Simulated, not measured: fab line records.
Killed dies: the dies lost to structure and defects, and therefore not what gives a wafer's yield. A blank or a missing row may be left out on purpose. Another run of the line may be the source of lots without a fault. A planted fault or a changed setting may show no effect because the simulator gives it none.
Lot-split experiment | flow n5Finfet | 7 lots, 39 wafers read, on a route of 1938 steps

## SPLIT DETAILS
At N5_DUMMY_GATE_ETCH_44 (etches poly-Si in HBr/O2, stops on SiO2, target depth 127.5 nm), the setting targetDepthA was moved away from the recipe's 1275 angstrom on 15 of the 39 wafers read, by -12.4% to +9.3%. For the rest of the wafers, this setting stayed at what the recipe calls for.

The reading comes from the split's own step.

## THE READING
oesProductAu, in a.u., at N5_DUMMY_GATE_ETCH_44 (etches poly-Si in HBr/O2, stops on SiO2, target depth 127.5 nm). A value of 0.725 a.u. with a standard deviation of 0.011 a.u. is what fault-free wafers of this fab line usually give.

wafer  | tool, chamber at the split | targetDepthA as run, angstrom | against the recipe | oesProductAu, a.u. | against lot-mates on the recipe
L079.1 | rieSi-06, 2                | 1275                          | recipe             | 0.738              | -
L079.2 | rieSi-06, 1                | 1275                          | recipe             | 0.741              | -
L079.3 | rieSi-06, 0                | 1117                          | -12.4%             | 0.772              | +0.037
L079.4 | rieSi-06, 3                | 1275                          | recipe             | 0.725              | -
L079.5 | rieSi-06, 1                | 1117                          | -12.4%             | 0.792              | +0.057
L079.6 | rieSi-06, 0                | 1117                          | -12.4%             | 0.770              | +0.035
L084.1 | rieSi-02, 0                | 1334                          | +4.6%              | 0.716              | -0.018
L084.2 | rieSi-02, 3                | 1275                          | recipe             | 0.734              | -
L084.3 | rieSi-02, 2                | 1275                          | recipe             | 0.731              | -
L084.4 | rieSi-02, 1                | 1275                          | recipe             | 0.737              | -
L084.5 | rieSi-02, 0                | 1334                          | +4.6%              | 0.719              | -0.015
L084.6 | rieSi-02, 3                | 1334                          | +4.6%              | 0.720              | -0.014
L086.1 | rieSi-06, 1                | 1275                          | recipe             | 0.719              | -
L086.2 | rieSi-06, 2                | 1275                          | recipe             | 0.736              | -
L086.3 | rieSi-06, 3                | 1275                          | recipe             | 0.714              | -
L086.4 | rieSi-06, 0                | 1154                          | -9.5%              | 0.754              | +0.031
L086.5 | rieSi-06, 1                | 1154                          | -9.5%              | 0.770              | +0.047
L086.6 | rieSi-06, 2                | 1154                          | -9.5%              | 0.777              | +0.054
L088.1 | rieSi-04, 2                | 1275                          | recipe             | 0.708              | -
L088.2 | rieSi-04, 3                | 1275                          | recipe             | 0.711              | -
L088.3 | rieSi-04, 0                | 1275                          | recipe             | 0.709              | -
L088.4 | rieSi-04, 1                | 1275                          | recipe             | 0.707              | -
L088.5 | rieSi-04, 3                | 1275                          | recipe             | 0.710              | -
L088.6 | rieSi-04, 2                | 1275                          | recipe             | 0.712              | -
L090.1 | rieSi-06, 2                | 1275                          | recipe             | 0.739              | -
L090.2 | rieSi-06, 1                | 1275                          | recipe             | 0.725              | -
L090.3 | rieSi-06, 3                | 1275                          | recipe             | 0.724              | -
L090.4 | rieSi-06, 0                | 1322                          | +3.7%              | 0.699              | -0.030
L090.5 | rieSi-06, 2                | 1322                          | +3.7%              | 0.727              | -0.002
L090.6 | rieSi-06, 3                | 1322                          | +3.7%              | 0.697              | -0.032
L092.2 | rieSi-06, 2                | 1275                          | recipe             | 0.732              | -
L092.3 | rieSi-06, 1                | 1275                          | recipe             | 0.742              | -
L092.5 | rieSi-06, 3                | 1275                          | recipe             | 0.710              | -
L093.1 | rieSi-04, 0                | 1275                          | recipe             | 0.716              | -
L093.2 | rieSi-04, 2                | 1393                          | +9.3%              | 0.695              | -0.024
L093.3 | rieSi-04, 3                | 1393                          | +9.3%              | 0.684              | -0.035
L093.4 | rieSi-04, 1                | 1393                          | +9.3%              | 0.686              | -0.033
L093.5 | rieSi-04, 0                | 1275                          | recipe             | 0.724              | -
L093.6 | rieSi-04, 1                | 1275                          | recipe             | 0.716              | -

FIT RESULTS
A straight line over all 39 wafers: oesProductAu changes by -0.00409 a.u. for each +1% of targetDepthA; r = -0.88; the points scatter about the line by 0.012 a.u.
The same after taking each lot's own level away (the mean of its wafers on the recipe; 39 wafers): -0.00381 a.u. for each +1%; r = -0.92; scatter 0.0088 a.u.
That fit puts the effect of the largest move of targetDepthA on the reading at 0.047 a.u.
From 0.7095 to 0.7347 a.u.: that is the span of the lots' own levels, equal to 2.3 times the standard deviation above.
Consequently the slope shifts little with the lot-to-lot level, the two slopes agreeing.
Check: for one of the wafers moved furthest among these (-12.4%), held out of the fit, the line's prediction against its lot-mates is +0.0493 a.u. Against them it came out at +0.0373 a.u.
Tool readings at the split's step, against how far the setting was moved: oesProductAu r = -0.88.

## ADDITIONAL SPLITS CARRIED BY THESE WAFERS
These wafers also went through other splits before the reading. Each is held against what the fit with the lots' levels taken away leaves over:
other split on the same wafers | wafers away from the commonest value | r with oesProductAu (lot level and that fit taken away)
N5_FIN_SAQP_HM_DEP_72 timeS    | 12                                   | -0.05
N5_FIN_CUT_ETCH_21 timeS       | 18                                   | +0.14
N5_DUMMY_GATE_ETCH_37 sourceW  | 15                                   | +0.05
N5_DUMMY_GATE_ETCH_32 timeS    | 12                                   | +0.05

## THE FILE'S OWN FIT
oesProductAu changes by -0.00379 a.u. for each +1% of targetDepthA, r = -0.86.
